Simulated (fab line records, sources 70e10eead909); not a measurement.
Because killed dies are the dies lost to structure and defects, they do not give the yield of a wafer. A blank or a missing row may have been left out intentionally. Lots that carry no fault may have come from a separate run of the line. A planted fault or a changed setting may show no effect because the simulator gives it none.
The tool behind it: which one? ; flow nand harc ; 12 lots with 36 wafers sampled at 6 steps, on a route of 1302 steps

WHAT THE GAUGES READ, wafer by wafer
NHARC_P_M1_INSPECT_11. Usual: 4.6 for raw defect count, sd 2.9.
lot;measured;on;raw defect count;flag
L461;day 6 16:22;defect inspect-01;8 1 3;
L462;day 6 20:57;defect inspect-02;9 7 8;
L463;day 7 10:53;defect inspect-02;1 8 6;
L464;day 8 02:16;defect inspect-02;12 3 5;
L466;day 8 14:42;defect inspect-01;6 2 5;
L467;day 9 02:20;defect inspect-01;3 1 4;
L468;day 9 19:32;defect inspect-02;4 10 10;
L470;day 10 13:51;defect inspect-01;9 8 5;
L471;day 11 07:35;defect inspect-02;3 6 6;
L472;day 11 08:49;defect inspect-02;6 5 5;
L474;day 12 09:35;defect inspect-02;4 5 3;
L483;day 15 16:42;defect inspect-01;2 0 1;

NHARC_END_SORT_01. Usual: defect limited yield 91 %, standard deviation 3.2; killed at array 53, standard deviation 21; killed at other 0.8, standard deviation 1.1; killed at periphery 4.2, standard deviation 2.7; killed dies 58, standard deviation 22; killed open 3.4, standard deviation 1.9; killed short 2.5, standard deviation 1.6; sort_bin_2_pct 3.1 %, standard deviation 1.4; sort_bin_3_pct 0.6 %, standard deviation 0.43; sort_bin_4_pct 4.9 %, standard deviation 1.7; sort n pass 619, standard deviation 22; sort rim yield pct 96.9 %, standard deviation 1.8; sort yield pct 91 %, standard deviation 3.2.
lot;measured;on;defect limited yield (%);killed at array;killed at other;killed at periphery;killed dies;killed open;killed short;sort_bin_2_pct (%);sort_bin_3_pct (%);sort_bin_4_pct (%);sort n pass;sort rim yield pct (%);sort yield pct (%);flag
L463;day 26 05:37;prober-02;95 95 96;27 29 23;0 2 1;6 3 4;33 34 28;1 2 1;2 5 3;1.6 1.2 0.7;0.4 0.4 0.1;2.8 3.4 3.2;644 643 649;98.1 99.1 97.2;95 95 96;
L470;day 29 13:04;prober-02;92 88 92;52 70 48;0 0 0;5 8 5;57 78 53;2 5 2;4 4 2;3.0 4.0 4.1;0.7 1.0 0.1;4.7 6.5 3.5;620 599 624;96.2 98.1 99.1;92 88 92;
L472;day 30 01:15;prober-02;93 93 93;41 46 43;0 0 1;4 4 4;45 50 48;1 2 3;3 2 1;2.8 2.8 3.2;0.6 0.4 0.3;3.2 4.1 3.5;632 627 629;99.1 98.1 100.0;93 93 93;

TOOL THAT RAN EACH LOT (tool first, then ch and the chambers of the sampled wafers, then the start)
lot;NHARC_P_M1_ETCH_35;NHARC_P_M1_DEGAS_29;NHARC_P_M1_ECD_22;NHARC_P_M1_CMP_23
L461;rie diel-12 ch 1,2,3, day 6 16:31;pvd sputter-01, day 6 17:27;ecd cu-01 ch 0,1, day 6 17:52;cmp-04 ch 0,1, day 6 18:32
L462;rie diel-10 ch 0,2,3, day 6 21:06;pvd sputter-03, day 6 22:04;ecd cu-02 ch 0,1, day 6 22:34;cmp-03 ch 2,3, day 6 23:10
L463;rie diel-13 ch 1,2, day 7 11:02;pvd sputter-02, day 7 11:58;ecd cu-01 ch 1, day 7 12:23;cmp-02 ch 0,2, day 7 13:04
L464;rie diel-10 ch 0,3, day 8 02:25;pvd sputter-01, day 8 03:21;ecd cu-01 ch 0,1, day 8 03:43;cmp-02 ch 0,2, day 8 04:28
L466;rie diel-10 ch 0,3, day 8 14:53;pvd sputter-03, day 8 15:50;ecd cu-02 ch 0,1, day 8 16:20;cmp-03 ch 1,2,3, day 8 17:00
L467;rie diel-13 ch 0,2,3, day 9 02:28;pvd sputter-03, day 9 03:25;ecd cu-02 ch 0,1, day 9 03:49;cmp-03 ch 0,1,2, day 9 04:31
L468;rie diel-10 ch 0,2, day 9 19:42;pvd sputter-02, day 9 20:40;ecd cu-02 ch 0,1, day 9 21:01;cmp-04 ch 0,2,3, day 9 21:45
L470;rie diel-10 ch 0,2,3, day 10 13:59;pvd sputter-03, day 10 14:55;ecd cu-01 ch 0,1, day 10 15:21;cmp-03 ch 0,2,3, day 10 16:40
L471;rie diel-13 ch 1,2, day 11 07:44;pvd sputter-03, day 11 08:41;ecd cu-01 ch 0,1, day 11 09:05;cmp-03 ch 0,2,3, day 11 09:46
L472;rie diel-13 ch 0,2,3, day 11 09:11;pvd sputter-02, day 11 10:08;ecd cu-01 ch 0,1, day 11 10:29;cmp-04 ch 1,2,3, day 11 11:50
L474;rie diel-13 ch 1,2,3, day 12 09:45;pvd sputter-01, day 12 10:40;ecd cu-02 ch 0,1, day 12 11:04;cmp-04 ch 0,3, day 12 12:22
L483;rie diel-12 ch 0,1,3, day 15 16:52;pvd sputter-01, day 15 17:57;ecd cu-01 ch 0,1, day 15 18:19;cmp-04 ch 0,1,2, day 15 19:02
- NHARC_P_M1_ETCH_35: etches the open film in N2/H2, target depth 40 nm, overetch 12 nm, time 43.94 s.
- NHARC_P_M1_DEGAS_29: time 60 s.
- NHARC_P_M1_ECD_22: material Cu, target thk 400 nm.
- NHARC_P_M1_CMP_23: polishes, t overpolish 20 s, target thk 157.82 nm.

WHAT THE TOOLS THEMSELVES READ (means of the sampled wafers that have a number; where no wafer has one, the mark that the record gives instead)
NHARC_P_M1_ETCH_35. Usual: drypump motor current A 5.9 A, standard deviation 0.5; oes product au 0.999 a.u., standard deviation 0.0099; rf vpp V 430.8 V, standard deviation 2.2; showerhead plenum p Torr 2.05 Torr, standard deviation 0.078; throttle valve pct 14.171 %, standard deviation 0.0087.
lot;tool;drypump motor current A (A);oes product au (a.u.);rf vpp V (V);showerhead plenum p Torr (Torr);throttle valve pct (%);flag
L461;rie diel-12;5.6;0.997;432.6;2.11;14.173;
L462;rie diel-10;6.0;0.995;430.4;2.02;14.172;
L463;rie diel-13;5.2;0.999;432.6;2.11;14.176;
L464;rie diel-10;6.1;0.992;430.8;2.06;14.180;
L466;rie diel-10;6.0;1.007;430.1;2.02;14.182;
L467;rie diel-13;6.1;1.006;429.4;2.01;14.175;
L468;rie diel-10;6.0;0.988;429.1;1.98;14.169;
L470;rie diel-10;6.1;0.995;430.6;2.02;14.171;
L471;rie diel-13;5.2;0.993;430.4;2.04;14.172;
L472;rie diel-13;6.1;0.999;429.5;2.01;14.170;
L474;rie diel-13;5.6;1.003;431.1;2.08;14.168;
L483;rie diel-12;5.9;1.010;433.7;2.16;14.182;

NHARC_P_M1_DEGAS_29. Usual: 328 W for heater power w, sd 31.
lot;tool;heater power w (W);flag
L461;pvd sputter-01;358;
L462;pvd sputter-03;344;
L463;pvd sputter-02;345;
L464;pvd sputter-01;341;
L466;pvd sputter-03;313;
L467;pvd sputter-03;330;
L468;pvd sputter-02;340;
L470;pvd sputter-03;313;
L471;pvd sputter-03;306;
L472;pvd sputter-02;342;
L474;pvd sputter-01;351;
L483;pvd sputter-01;343;

NHARC_P_M1_CMP_23. Usual: motor current A 12.0 A, standard deviation 1.3; slurry flow ml min 150.0, standard deviation 0.47; time to endpoint s 27.5 s, standard deviation 2.5.
lot;tool;motor current A (A);slurry flow ml min;time to endpoint s (s);flag
L461;cmp-04;13.2;150.2;30.1;
L462;cmp-03;12.8;150.3;28.3;
L463;cmp-02;11.5;150.0;29.3;
L464;cmp-02;11.3;149.5;28.4;
L466;cmp-03;12.6;150.4;28.3;
L467;cmp-03;12.7;149.8;25.6;
L468;cmp-04;12.1;150.1;29.8;
L470;cmp-03;13.0;149.9;54.2;OFF
L471;cmp-03;12.6;149.9;26.4;
L472;cmp-04;11.8;149.7;54.8;OFF
L474;cmp-04;12.0;149.8;56.0;OFF
L483;cmp-04;12.2;150.0;26.2;

THE ANSWER, worked out from the rows above alone
Rule: lot off if the mean of its wafers having a number is beyond 3 standard deviations from the usual mean. A lot without any number at a reading at which 4 lots or more have one is off too. All remaining lots with rows at the step are treated as sound. After the gauges, taken in route order, come the tools' own readings; for these a lot's mean is taken, as printed above. The first step at which some lot is off is used, and at that step the reading that is off furthest; a lot without a number counts as furthest.
Off, at NHARC_P_M1_CMP_23 on time to endpoint s: L470, L472, L474.
If a tool, at that step or one of the process steps before it, ran each lot that is off and ran no sound lot following the first of them, it fits. None of those tried fits.

WHAT HAD BEEN PUT IN BY THE SIMULATOR
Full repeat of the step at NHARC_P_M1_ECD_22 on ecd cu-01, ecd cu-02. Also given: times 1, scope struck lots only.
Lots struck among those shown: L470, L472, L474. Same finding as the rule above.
